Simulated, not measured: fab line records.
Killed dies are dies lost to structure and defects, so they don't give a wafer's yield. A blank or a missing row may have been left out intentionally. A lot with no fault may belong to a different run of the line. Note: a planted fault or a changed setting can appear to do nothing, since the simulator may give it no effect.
The tool behind it: which one?	flow n5Finfet	72 wafers from 24 lots sampled at 6 of the route's 1938 steps

== WHAT THE GAUGES SHOWED, per wafer ==
N5_MOL_CONTACT_COAG_OVL_MEAS_41.
lot	measured	on	VD_OVL (nm)
L074	day 5 01:58	overlay-02	-0.4 -0.1 0.3
L075	day 5 09:16	overlay-01	0.1 -0.1 -0.4
L076	day 5 14:28	overlay-02	-0.4 -0.3 0.2
L077	day 5 22:49	overlay-02	0.2 0.1 0.1
L078	day 6 05:54	overlay-02	0.4 -0.4 -1.3
L079	day 6 08:27	overlay-01	0.3 -0.7 -0.8
L080	day 6 19:21	overlay-02	-0.9 -0.7 0.0
L081	day 7 00:02	overlay-01	-0.3 -0.3 -0.5
L082	day 7 04:02	overlay-01	0.3 1.5 -0.1
L083	day 7 07:00	overlay-01	-0.7 -0.1 -0.4
L084	day 7 14:06	overlay-01	0.2 1.1 0.0
L085	day 8 02:52	overlay-01	-1.3 -0.9 -0.6
L086	day 8 07:29	overlay-02	-0.3 0.4 0.5
L087	day 8 10:08	overlay-02	0.2 -1.1 -0.6
L088	day 8 14:34	overlay-02	-1.3 -0.1 -0.2
L089	day 9 00:29	overlay-02	-0.4 -0.1 -0.3
L090	day 9 05:34	overlay-02	-0.1 -0.5 0.8
L091	day 9 13:19	overlay-02	0.7 -0.7 0.3
L092	day 9 16:49	overlay-02	-0.2 -0.1 0.5
L093	day 9 22:31	overlay-02	1.4 1.2 2.2
L094	day 10 02:26	overlay-02	0.6 0.4 -0.5
L095	day 10 10:53	overlay-01	0.0 1.2 0.4
L096	day 10 19:48	overlay-01	-0.4 0.6 -0.3
L097	day 10 21:34	overlay-01	-1.0 -0.5 -1.3

== TOOL THAT RAN EACH LOT (tool first, then ch and the chambers of the sampled wafers, then the start) ==
lot	N5_MOL_CONTACT_COAG_ALD_20	N5_MOL_CONTACT_COAG_CO_FILL_22	N5_MOL_CONTACT_COAG_ANNEAL_113	N5_MOL_CONTACT_COAG_ALD_27	N5_MOL_CONTACT_COAG_ETCHBACK_135
L074	aldMetal-02 ch 0,2,3, day 4 14:05	cvdCo-02 ch 1,2, day 4 16:27	rtpAnneal-02 ch 0, day 4 17:44	aldSin-01 ch 1,2,3, day 4 20:33	rieDiel-05 ch 1,3, day 5 01:15
L075	aldMetal-04 ch 2,3, day 4 22:43	cvdCo-01 ch 0,1, day 5 00:25	rtpAnneal-02 ch 0, day 5 01:11	aldSin-04 ch 0,2, day 5 05:05	rieDiel-05 ch 1,2, day 5 08:25
L076	aldMetal-02 ch 1,2,3, day 5 05:07	cvdCo-01 ch 0,1, day 5 06:18	rtpAnneal-02 ch 0, day 5 06:55	aldSin-01 ch 1,2, day 5 10:11	rieDiel-03 ch 1,3, day 5 13:38
L077	aldMetal-04 ch 1,2,3, day 5 10:41	cvdCo-02 ch 1,2, day 5 12:18	rtpAnneal-01 ch 0, day 5 13:04	aldSin-03 ch 1,2,3, day 5 17:07	rieDiel-03 ch 1,3, day 5 21:56
L078	aldMetal-04 ch 0,3, day 5 18:28	cvdCo-01 ch 0,2, day 5 20:15	rtpAnneal-01 ch 0, day 5 21:19	aldSin-04 ch 0,1,3, day 6 01:06	rieDiel-05 ch 0,1,2, day 6 05:11
L079	aldMetal-04 ch 0,1,3, day 6 00:05	cvdCo-01 ch 0,2, day 6 00:52	rtpAnneal-01 ch 0, day 6 01:46	aldSin-01 ch 0,1, day 6 04:15	rieDiel-05 ch 0,2,3, day 6 07:44
L080	aldMetal-02 ch 2,3, day 6 09:01	cvdCo-01 ch 0,2, day 6 11:01	rtpAnneal-02 ch 0, day 6 11:56	aldSin-03 ch 2,3, day 6 14:47	rieDiel-05 ch 0,3, day 6 18:37
L081	aldMetal-04 ch 0,1,3, day 6 11:35	cvdCo-01 ch 0, day 6 13:37	rtpAnneal-01 ch 0, day 6 14:40	aldSin-04 ch 0,1,3, day 6 19:13	rieDiel-02 ch 0,3, day 6 23:11
L082	aldMetal-04 ch 0,3, day 6 18:05	cvdCo-02 ch 0,1,2, day 6 19:13	rtpAnneal-01 ch 0, day 6 19:50	aldSin-04 ch 0,2,3, day 6 23:17	rieDiel-02 ch 0,1,3, day 7 03:01
L083	aldMetal-04 ch 1,3, day 6 21:27	cvdCo-01 ch 0,2, day 6 22:31	rtpAnneal-02 ch 0, day 6 23:25	aldSin-04 ch 0,1,3, day 7 02:30	rieDiel-03 ch 1,2,3, day 7 06:10
L084	aldMetal-04 ch 1,3, day 7 01:58	cvdCo-01 ch 0,1,2, day 7 05:02	rtpAnneal-01 ch 0, day 7 05:48	aldSin-01 ch 2,3, day 7 09:26	rieDiel-02 ch 0,2, day 7 13:19
L085	aldMetal-04 ch 0,2, day 7 15:01	cvdCo-01 ch 0,2, day 7 16:44	rtpAnneal-02 ch 0, day 7 17:31	aldSin-03 ch 0,1, day 7 22:08	rieDiel-05 ch 0,1,3, day 8 02:05
L086	aldMetal-04 ch 0,1,3, day 7 21:56	cvdCo-02 ch 0,1,2, day 7 22:57	rtpAnneal-02 ch 0, day 7 23:34	aldSin-01 ch 0,1,3, day 8 02:22	rieDiel-05 ch 0,1,2, day 8 06:39
L087	aldMetal-04 ch 1,2,3, day 8 01:04	cvdCo-02 ch 0,1, day 8 02:13	rtpAnneal-01 ch 0, day 8 02:53	aldSin-04 ch 1,2, day 8 06:07	rieDiel-02 ch 1,2, day 8 09:25
L088	aldMetal-04 ch 1,3, day 8 04:23	cvdCo-01 ch 1,2, day 8 05:25	rtpAnneal-01 ch 0, day 8 06:12	aldSin-04 ch 1,3, day 8 09:34	rieDiel-05 ch 2,3, day 8 13:43
L089	aldMetal-04 ch 1,2,3, day 8 12:04	cvdCo-01 ch 0,1,2, day 8 13:58	rtpAnneal-02 ch 0, day 8 14:44	aldSin-03 ch 0,1,3, day 8 18:46	rieDiel-03 ch 0,2,3, day 8 23:46
L090	aldMetal-04 ch 1,2,3, day 8 17:15	cvdCo-02 ch 0,1, day 8 20:20	rtpAnneal-01 ch 0, day 8 20:57	aldSin-04 ch 0,1,2, day 9 01:09	rieDiel-03 ch 0,3, day 9 04:43
L091	aldMetal-04 ch 0,3, day 9 02:20	cvdCo-02 ch 1,2, day 9 05:11	rtpAnneal-02 ch 0, day 9 06:08	aldSin-01 ch 0,1, day 9 09:07	rieDiel-03 ch 0,1, day 9 12:35
L092	aldMetal-02 ch 1,2,3, day 9 05:32	cvdCo-02 ch 0,2, day 9 07:19	rtpAnneal-02 ch 0, day 9 08:01	aldSin-04 ch 0,1, day 9 12:13	rieDiel-02 ch 2,3, day 9 16:04
L093	aldMetal-04 ch 0,2, day 9 12:01	cvdCo-02 ch 0,1, day 9 13:34	rtpAnneal-01 ch 0, day 9 14:20	aldSin-04 ch 0,1,3, day 9 18:29	rieDiel-02 ch 0,2,3, day 9 21:47
L094	aldMetal-03 ch 0,2,3, day 9 17:22	cvdCo-01 ch 0,2, day 9 18:28	rtpAnneal-01 ch 0, day 9 19:14	aldSin-03 ch 0,1,3, day 9 21:51	rieDiel-03 ch 0,1,2, day 10 01:35
L095	aldMetal-04 ch 0,1,2, day 10 00:11	cvdCo-02 ch 0,1,2, day 10 01:43	rtpAnneal-01 ch 0, day 10 02:29	aldSin-01 ch 1,3, day 10 06:32	rieDiel-03 ch 0,1,3, day 10 10:02
L096	aldMetal-04 ch 1,2,3, day 10 09:17	cvdCo-01 ch 1,2, day 10 10:21	rtpAnneal-02 ch 0, day 10 11:03	aldSin-01 ch 0,1,3, day 10 14:46	rieDiel-05 ch 0,1,2, day 10 18:58
L097	aldMetal-03 ch 0,2, day 10 10:13	cvdCo-02 ch 0,2, day 10 13:28	rtpAnneal-02 ch 0, day 10 14:14	aldSin-01 ch 0,2,3, day 10 17:06	rieDiel-03 ch 1,2, day 10 20:34
- N5_MOL_CONTACT_COAG_ALD_20: deposits TiN, target thk 1.5 nm, pulse time 1 s, purge time 3 s.
- N5_MOL_CONTACT_COAG_CO_FILL_22: material Co, precursor CCTBA/H2, target thk 20 nm.
- N5_MOL_CONTACT_COAG_ANNEAL_113: time 300 s.
- N5_MOL_CONTACT_COAG_ALD_27: deposits SiOC, target thk 17 nm, pulse time 1.5 s, time 2720 s.
- N5_MOL_CONTACT_COAG_ETCHBACK_135: etches SiO2 in CHF3, target depth 25 nm, time 16.7 s.

== AS READ BY THE TOOLS THEMSELVES (means over the sampled wafers that have a number; for cases with no such wafer, the mark the record gives instead) ==
N5_MOL_CONTACT_COAG_ALD_20.
lot	tool	heaterPowerW (W)	precursorPulseHeightRel	susceptorTempC (C)
L074	aldMetal-02	929	0.983	400.01
L075	aldMetal-04	985	1.010	400.30
L076	aldMetal-02	929	1.005	399.85
L077	aldMetal-04	940	1.006	400.09
L078	aldMetal-04	967	0.997	399.92
L079	aldMetal-04	973	1.001	400.02
L080	aldMetal-02	873	0.987	399.90
L081	aldMetal-04	974	0.997	400.02
L082	aldMetal-04	964	1.004	399.86
L083	aldMetal-04	1031	1.002	399.94
L084	aldMetal-04	1026	0.998	400.12
L085	aldMetal-04	871	0.985	399.90
L086	aldMetal-04	986	1.011	400.04
L087	aldMetal-04	940	0.998	400.00
L088	aldMetal-04	1028	1.008	400.21
L089	aldMetal-04	946	0.998	399.85
L090	aldMetal-04	946	1.010	400.04
L091	aldMetal-04	966	0.992	399.75
L092	aldMetal-02	926	0.986	399.95
L093	aldMetal-04	863	1.007	400.04
L094	aldMetal-03	953	1.002	400.08
L095	aldMetal-04	883	1.007	399.98
L096	aldMetal-04	934	0.992	399.78
L097	aldMetal-03	1008	1.003	399.81

N5_MOL_CONTACT_COAG_CO_FILL_22.
lot	tool	heaterPowerW (W)	susceptorTempC (C)
L074	cvdCo-02	250	199.84
L075	cvdCo-01	260	199.93
L076	cvdCo-01	256	199.97
L077	cvdCo-02	251	199.97
L078	cvdCo-01	214	199.98
L079	cvdCo-01	228	200.04
L080	cvdCo-01	226	200.10
L081	cvdCo-01	239	199.98
L082	cvdCo-02	236	200.11
L083	cvdCo-01	218	199.87
L084	cvdCo-01	231	199.96
L085	cvdCo-01	215	200.01
L086	cvdCo-02	236	199.98
L087	cvdCo-02	240	200.08
L088	cvdCo-01	233	200.05
L089	cvdCo-01	227	199.90
L090	cvdCo-02	223	199.94
L091	cvdCo-02	250	199.86
L092	cvdCo-02	225	200.00
L093	cvdCo-02	239	199.77
L094	cvdCo-01	230	200.04
L095	cvdCo-02	238	199.96
L096	cvdCo-01	231	200.08
L097	cvdCo-02	219	199.92

N5_MOL_CONTACT_COAG_ANNEAL_113.
lot	tool	lampPowerPct (%)	wafer_temp_C_max
L074	rtpAnneal-02	2.451	401.2
L075	rtpAnneal-02	2.453	401.3
L076	rtpAnneal-02	2.451	401.2
L077	rtpAnneal-01	2.398	402.6
L078	rtpAnneal-01	2.396	402.2
L079	rtpAnneal-01	2.398	402.3
L080	rtpAnneal-02	2.450	400.7
L081	rtpAnneal-01	2.399	401.5
L082	rtpAnneal-01	2.397	402.7
L083	rtpAnneal-02	2.451	400.8
L084	rtpAnneal-01	2.397	402.2
L085	rtpAnneal-02	2.451	401.2
L086	rtpAnneal-02	2.454	400.8
L087	rtpAnneal-01	2.394	401.9
L088	rtpAnneal-01	2.399	402.8
L089	rtpAnneal-02	2.452	401.2
L090	rtpAnneal-01	2.398	402.5
L091	rtpAnneal-02	2.455	401.0
L092	rtpAnneal-02	2.450	401.1
L093	rtpAnneal-01	2.396	403.1
L094	rtpAnneal-01	2.398	402.4
L095	rtpAnneal-01	2.401	402.7
L096	rtpAnneal-02	2.452	400.8
L097	rtpAnneal-02	2.451	400.8

N5_MOL_CONTACT_COAG_ALD_27.
lot	tool	heaterPowerW (W)	precursorPulseHeightRel	susceptorTempC (C)
L074	aldSin-01	921	1.003	399.94
L075	aldSin-04	833	1.000	399.82
L076	aldSin-01	878	0.999	400.12
L077	aldSin-03	834	1.005	399.91
L078	aldSin-04	727	0.989	399.98
L079	aldSin-01	881	0.998	399.80
L080	aldSin-03	786	1.016	400.02
L081	aldSin-04	726	1.001	399.86
L082	aldSin-04	779	1.003	399.81
L083	aldSin-04	730	1.004	400.03
L084	aldSin-01	910	0.995	400.08
L085	aldSin-03	883	0.987	399.91
L086	aldSin-01	928	1.005	400.05
L087	aldSin-04	864	1.004	400.10
L088	aldSin-04	776	1.021	400.08
L089	aldSin-03	875	0.997	399.94
L090	aldSin-04	778	1.006	400.01
L091	aldSin-01	925	0.990	399.87
L092	aldSin-04	691	1.001	400.19
L093	aldSin-04	733	1.026	400.14
L094	aldSin-03	904	1.012	400.16
L095	aldSin-01	952	1.003	399.89
L096	aldSin-01	917	0.999	400.18
L097	aldSin-01	877	0.978	400.05

N5_MOL_CONTACT_COAG_ETCHBACK_135.
lot	tool	CHF3_flow_sccm (sccm)	drypumpMotorCurrentA (A)	oesProductAu (a.u.)	rfVppV (V)	showerheadPlenumPTorr (Torr)	throttleValvePct (%)
L074	rieDiel-05	49.92	5.9	0.81	525	2.43	18.75
L075	rieDiel-05	49.88	5.6	0.78	526	2.41	18.48
L076	rieDiel-03	50.01	6.3	0.77	521	2.41	18.61
L077	rieDiel-03	49.95	6.3	0.77	521	2.41	18.61
L078	rieDiel-05	50.05	5.5	0.79	525	2.42	18.59
L079	rieDiel-05	49.97	6.0	0.74	528	2.47	18.73
L080	rieDiel-05	49.84	5.9	0.76	528	2.48	18.85
L081	rieDiel-02	49.93	6.1	0.77	535	2.49	18.81
L082	rieDiel-02	49.91	5.7	0.83	530	2.44	18.72
L083	rieDiel-03	50.11	6.2	0.81	525	2.46	18.65
L084	rieDiel-02	50.08	6.1	0.71	528	2.33	18.98
L085	rieDiel-05	49.92	5.7	0.78	525	2.43	18.77
L086	rieDiel-05	50.08	5.5	0.77	526	2.42	18.62
L087	rieDiel-02	50.00	5.3	0.81	520	2.30	18.73
L088	rieDiel-05	50.01	6.2	0.71	529	2.45	18.81
L089	rieDiel-03	50.04	6.1	0.85	525	2.44	18.67
L090	rieDiel-03	49.88	6.2	0.81	523	2.39	18.65
L091	rieDiel-03	50.03	6.5	0.86	531	2.44	18.41
L092	rieDiel-02	49.95	5.9	0.87	533	2.51	18.84
L093	rieDiel-02	49.92	6.0	0.84	534	2.50	18.79
L094	rieDiel-03	49.97	6.3	0.83	528	2.47	18.56
L095	rieDiel-03	49.93	6.4	0.79	525	2.42	18.55
L096	rieDiel-05	50.05	5.5	0.75	525	2.41	18.66
L097	rieDiel-03	50.08	6.4	0.77	527	2.48	18.59

== THE ANSWER, worked out from the rows above alone ==
Rule: the lots themselves supply what counts as usual. The widest of any qualifying gaps counts: lots, ordered by their means at a reading, are off when they make up no more than a third of the lots, leave a main group of 4 or more, and stand apart from it by 3 or more times the standard deviation of that group's means. Not used: any main group whose means are identical at the precision the tables above print for the reading. Also off: a lot with no number at a reading for which 4 or more lots have one. The other lots that the step has rows for count as sound. The gauges are gone through in route order, then the tools' own readings, and for those a lot's mean is taken as printed above. At the first step where some lot is off, the reading lying furthest off is the one used; lots without a number count as furthest.
Nothing can be told from this: no lot is off at any reading shown.

== WHAT THE SIMULATOR PUT IN ==
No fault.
